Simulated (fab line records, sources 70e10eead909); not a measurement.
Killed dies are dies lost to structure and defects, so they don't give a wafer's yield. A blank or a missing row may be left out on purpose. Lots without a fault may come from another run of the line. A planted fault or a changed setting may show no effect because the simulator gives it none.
fab line records | flow nand_harc
record lots=5 wafers=15 last_day=33
route steps=1302 shown A_CONTACT@1086
lots that met no fault: from a run of the same line without faults
start_h: hours from the record's first day to the start of the lot's first wafer shown | wait_h: hours since the lot's step before | " the same as in the row above | L1.1+2: a row that stands for several wafers | - no value, or no start given | * or withheld: withheld | < > ~ a bound
route shown NAME@n: a module of which the file shows steps, and the number in the route of the first | usual: mean/standard deviation of fault-free wafers | same: alike in all rows | chamber/n: place in a boat | sites: the reading at each site | _std_site: their standard deviation | _edge_site: outer sites' mean less inner sites' | radius_mm: how far each site lies from the wafer's centre | mask NAME#n: copy n | behind: the tool/chamber that last shaped the wafer | hold: why the lot was held/for how many hours/how that ended | device: the transistor (n, p or np) that didn't switch | end of line: the same wafers' tests at the end of the route | a step without rows: its recipe alone | killed: dies lost to structure and defects at the first sort, not the wafer's yield | map: a wafer's dies, x killed, . not, _ none there
set.NAME: the setting as run; set.NAME@STEP: as run at that earlier step | model.NAME: the simulator's own value behind a step, which no gauge read
lots at some steps of the route; a table a step, a row a wafer
services: from which hour (start_h, from the record's first day; less than 0 if before it) a tool's chamber was out of use, for how many hours, and why
## steps
# step NHARC_A_CONTACT_ETCH_134
# recipe source_w=withheld pressure_mtorr=20 bias_v=withheld time_s=140 target_depth_a=7000 ar_flow_sccm=withheld c4f8_flow_sccm=withheld o2_flow_sccm=withheld chemistry=C4F8/O2/Ar
# columns lot.wafer tool chamber start_h wait_h rf_hours_counter_h
L658.2 har_cap_etch-02 1 520.03 - 90
L658.4 " 1 " " -
L658.6 " 1 " " -
L659.2 har_cap_etch-02 1 554.67 - 95
L659.6 " 0 " " -
L659.5 " 1 " " -
L667.2 har_cap_etch-01 0 620.14 - 20
L667.1 " 1 " " 20
L667.3 " 1 " " -
L672.2 har_cap_etch-02 1 693.16 - 120
L672.1 " 0 " " 120
L672.3 " 0 " " -
L679.1 har_cap_etch-01 0 731.14 - 39
L679.6 " 0 " " -
L679.5 " 1 " " -
# step NHARC_A_CONTACT_ETCH_135
# recipe source_w=withheld pressure_mtorr=20 bias_v=1200 time_s=311 target_depth_a=19120 ar_flow_sccm=withheld c4f8_flow_sccm=withheld o2_flow_sccm=withheld chemistry=C4F8/O2/Ar
# columns lot.wafer tool chamber start_h wait_h rf_hours_counter_h
L658.2 har_cap_etch-02 1 520.23 0.2 90
L658.4 " 1 " " -
L658.6 " 1 " " -
L659.2 har_cap_etch-02 1 554.88 0.2 95
L659.6 " 0 " " -
L659.5 " 1 " " -
L667.2 har_cap_etch-01 0 620.34 0.2 20
L667.1 " 1 " " 20
L667.3 " 1 " " -
L672.2 har_cap_etch-02 1 693.36 0.2 120
L672.1 " 0 " " 120
L672.3 " 0 " " -
L679.1 har_cap_etch-01 0 731.34 0.2 39
L679.6 " 0 " " -
L679.5 " 1 " " -
# step NHARC_A_CONTACT_ETCH_136
# recipe source_w=withheld pressure_mtorr=20 bias_v=1200 time_s=311 target_depth_a=19120 ar_flow_sccm=withheld c4f8_flow_sccm=withheld o2_flow_sccm=withheld chemistry=C4F8/O2/Ar
# step NHARC_A_CONTACT_ETCH_137
# recipe source_w=withheld pressure_mtorr=20 bias_v=1200 time_s=311 target_depth_a=19120 ar_flow_sccm=withheld c4f8_flow_sccm=withheld o2_flow_sccm=withheld chemistry=C4F8/O2/Ar
# step NHARC_A_CONTACT_ETCH_138
# recipe source_w=withheld pressure_mtorr=20 bias_v=1200 time_s=311 target_depth_a=19140 ar_flow_sccm=withheld c4f8_flow_sccm=withheld o2_flow_sccm=withheld chemistry=C4F8/O2/Ar
# columns lot.wafer tool chamber start_h wait_h rf_hours_counter_h
L658.2 har_cap_etch-02 1 521.04 0.2 90
L658.4 " 1 " " -
L658.6 " 1 " " -
L659.2 har_cap_etch-02 1 555.70 0.2 96
L659.6 " 0 " " -
L659.5 " 1 " " -
L667.2 har_cap_etch-01 0 621.16 0.2 21
L667.1 " 1 " " 21
L667.3 " 1 " " -
L672.2 har_cap_etch-02 1 694.18 0.2 121
L672.1 " 0 " " 121
L672.3 " 0 " " -
L679.1 har_cap_etch-01 0 732.15 0.2 40
L679.6 " 0 " " -
L679.5 " 1 " " -
# step NHARC_A_CONTACT_ETCH_139
# recipe source_w=withheld pressure_mtorr=20 bias_v=400 time_s=195 target_depth_a=8400 ar_flow_sccm=withheld c4f8_flow_sccm=11.5 o2_flow_sccm=7.2 chemistry=C4F8/O2/Ar
# columns lot.wafer tool chamber start_h wait_h rf_hours_counter_h
L658.2 har_cap_etch-02 1 521.31 0.2 91
L658.4 " 1 " " -
L658.6 " 1 " " -
L659.2 har_cap_etch-02 1 555.97 0.2 96
L659.6 " 0 " " -
L659.5 " 1 " " -
L667.2 har_cap_etch-01 0 621.43 0.2 21
L667.1 " 1 " " 21
L667.3 " 1 " " -
L672.2 har_cap_etch-02 1 694.44 0.2 121
L672.1 " 0 " " 121
L672.3 " 0 " " -
L679.1 har_cap_etch-01 0 732.43 0.2 40
L679.6 " 0 " " -
L679.5 " 1 " " -
# step NHARC_A_CONTACT_ETCH_92
# recipe target_depth_a=400 over_etch_frac=0.5 time_s=85.7 ion_energy_ev=120 ch3f_flow_sccm=50 o2_flow_sccm=30 ar_flow_sccm=200 rf_w=500 bias_w=100 chemistry=CH3F/O2
# step NHARC_A_CONTACT_ETCH_98
# recipe target_depth_a=200 over_etch_frac=0.5 time_s=10 ion_energy_ev=250 c4f6_flow_sccm=25 o2_flow_sccm=20 ar_flow_sccm=500 rf_w=600 bias_w=500 chemistry=C4F6/O2
# usual drypump_motor_current_A=5.8/0.5 oes_product_au=0.955/0.017 rf_vpp_V=546/3.1 showerhead_plenum_p_Torr=3.91/0.15 throttle_valve_pct=26.904/0.0094
# columns lot.wafer tool chamber start_h wait_h drypump_motor_current_A oes_product_au rf_hours_counter_h rf_vpp_V showerhead_plenum_p_Torr throttle_valve_pct
L658.2 rie_diel-08 2 - - 6.2 0.948 30 552 4.07 26.907
L658.4 " 1 " " 6.2 0.953 27 544 3.77 26.898
L658.6 " 2 " " 6.2 0.939 - 549 4.08 26.906
L659.2 rie_diel-13 2 - - 6.4 0.951 8 547 3.95 26.916
L659.5 " 1 " " 5.0 0.915 - 546 3.95 26.910
L659.6 " 2 " " 6.3 0.964 - 547 3.95 26.919
L667.1 rie_diel-08 2 - - 6.2 0.954 11 548 4.07 26.915
L667.3 " 3 " " 5.3 0.973 12 550 4.08 26.898
L667.2 " 0 " " 5.7 0.976 12 542 3.77 26.897
L672.1 rie_diel-08 0 - - 5.7 0.994 23 543 3.76 26.905
L672.2 " 2 " " 6.2 0.949 20 551 4.06 26.913
L672.3 " 3 " " 5.2 0.993 24 548 4.08 26.923
L679.1 rie_diel-09 2 - - 6.5 0.945 18 544 3.75 26.911
L679.6 " 1 " " 6.5 0.964 - 549 4.08 26.914
L679.5 " 2 " " 6.5 0.940 - 543 3.75 26.905
# step NHARC_A_CONTACT_CD_MEAS_15
# usual cd_nm=189.9/0.77
# columns lot.wafer tool chamber start_h wait_h cd_nm
L658.2 cd_sem-02 - 522.09 - 190.4
L658.4 " - " " 189.9
L658.6 " - " " 191.0
L659.2 cd_sem-01 - 556.70 - 189.6
L659.5 " - " " 190.2
L659.6 " - " " 189.7
L667.1 cd_sem-03 - 622.21 - 190.3
L667.2 " - " " 190.5
L667.3 " - " " 189.8
L672.1 cd_sem-03 - 695.22 - 188.9
L672.2 " - " " 188.6
L672.3 " - " " 189.7
L679.1 cd_sem-03 - 733.21 - 190.2
L679.5 " - " " 190.2
L679.6 " - " " 190.9
# step NHARC_A_CONTACT_STRIP_107
# recipe n2_flow_sccm=150 h2_flow_sccm=150 ar_flow_sccm=0 bias_w=0 chemistry=N2/H2
# step NHARC_A_CONTACT_STRIP_108
# recipe cf4_flow_sccm=100 chf3_flow_sccm=30 ar_flow_sccm=0 bias_w=0 chemistry=CF4/CHF3
# step NHARC_A_CONTACT_STRIP_109
# recipe o2_flow_sccm=400 cos_flow_sccm=20 ar_flow_sccm=0 bias_w=0 chemistry=O2/COS
# step NHARC_A_CONTACT_ETCH_110
# recipe target_depth_a=600 overetch_a=60 time_s=33 ion_energy_ev=100 cf4_flow_sccm=80 o2_flow_sccm=20 ar_flow_sccm=0 rf_w=300 bias_w=100 chemistry=CF4/O2
# usual drypump_motor_current_A=5.8/0.55 oes_f_703_au=1.001/0.0046 oes_product_au=1.004/0.012 rf_vpp_V=197.8/1.4 showerhead_plenum_p_Torr=1.33/0.051 throttle_valve_pct=13.396/0.0094
# columns lot.wafer tool chamber start_h wait_h drypump_motor_current_A oes_f_703_au oes_product_au rf_hours_counter_h rf_vpp_V showerhead_plenum_p_Torr throttle_valve_pct
L658.4 rie_diel-08 0 522.38 0.1 5.7 0.993 1.004 27 197.6 1.28 13.426
L658.2 " 2 " " 6.2 0.998 0.996 30 198.4 1.39 13.385
L658.6 " 1 " " 6.2 1.000 1.001 - 196.8 1.28 13.394
L659.2 rie_diel-13 3 557.00 0.1 5.3 0.993 1.009 9 199.5 1.37 13.397
L659.5 " 2 " " 6.3 0.999 1.010 - 198.1 1.35 13.400
L659.6 " 3 " " 5.3 1.003 1.015 - 198.3 1.37 13.390
L667.1 rie_diel-09 0 622.50 0.0 5.2 0.996 1.002 44 195.5 1.29 13.413
L667.3 " 1 " " 6.5 1.009 1.025 45 197.6 1.40 13.386
L667.2 " 3 " " 5.0 1.004 0.998 45 197.4 1.28 13.391
L672.1 rie_diel-08 3 696.28 0.6 5.2 1.002 1.006 25 199.6 1.39 13.402
L672.2 " 1 " " 6.2 0.999 1.006 20 196.9 1.28 13.404
L672.3 " 2 " " 6.2 1.000 0.945 21 198.9 1.39 13.394
L679.1 rie_diel-09 3 733.50 0.1 5.0 1.006 1.013 16 197.1 1.27 13.389
L679.6 " 3 " " 5.0 0.997 1.004 - 195.9 1.27 13.391
L679.5 " 0 " " 5.2 1.002 1.009 - 197.0 1.29 13.389
# step NHARC_A_CONTACT_STRIP_26
# recipe o2_flow_sccm=500 ar_flow_sccm=0 bias_w=0 chemistry=O2
## services
# columns tool chamber start_h hours kind
har_cap_etch-01 - 497.00 17.0 pm
har_cap_etch-01 0 497.00 17.0 vent_cycle
har_cap_etch-01 1 497.00 17.0 vent_cycle
rie_diel-09 - 497.16 9.0 pm
rie_diel-08 0 499.32 - clean
rie_diel-08 1 499.32 - clean
rie_diel-08 2 499.32 - clean
rie_diel-08 3 499.32 - clean
har_cap_etch-01 0 514.00 - clean
har_cap_etch-01 1 514.00 - clean
rie_diel-13 - 520.04 9.0 pm
rie_diel-08 0 523.82 - clean
rie_diel-08 - 544.80 9.0 pm
rie_diel-09 2 577.28 8.8 repair
rie_diel-08 2 599.04 6.1 repair
rie_diel-08 1 631.41 7.6 repair
har_cap_etch-02 - 634.77 0.6 repair
rie_diel-09 - 671.61 1.7 repair
rie_diel-09 - 674.19 9.0 pm
rie_diel-13 3 677.78 3.1 repair
rie_diel-13 - 697.04 9.0 pm
rie_diel-08 3 700.23 8.9 repair
har_cap_etch-01 - 721.64 1.0 repair
rie_diel-08 - 721.80 9.0 pm
## key
first_sign step=NHARC_A_CONTACT_ETCH_110 reading=oes_product_au direction=down sigmas=4.9 usual=1.004 struck=0.945
effect none on later readings
met_at NHARC_A_CONTACT_ETCH_110
struck_wafers L672.3
sort_left_out L672.3
tester_left_out L672
onset_between 522.38 696.28
fault kind=process_parameter_drift tool=rie_diel-08 chamber=- onset_h=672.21 steps=NHARC_A_CONTACT_ETCH_110 channel=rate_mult offset=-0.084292 shape=step end_h=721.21 scope=struck_wafers_only
# tester_left_out: of these lots the tester's yield and bins aren't shown, on N5 and GAA mostly nor the transistor test; their killed dies are dies lost to structure and defects alone, not to doping, threshold or leakage, so they don't give the yield
# sort_left_out: the simulated sort isn't trusted on such a fault, so these wafers' sort isn't shown, and their yield isn't known
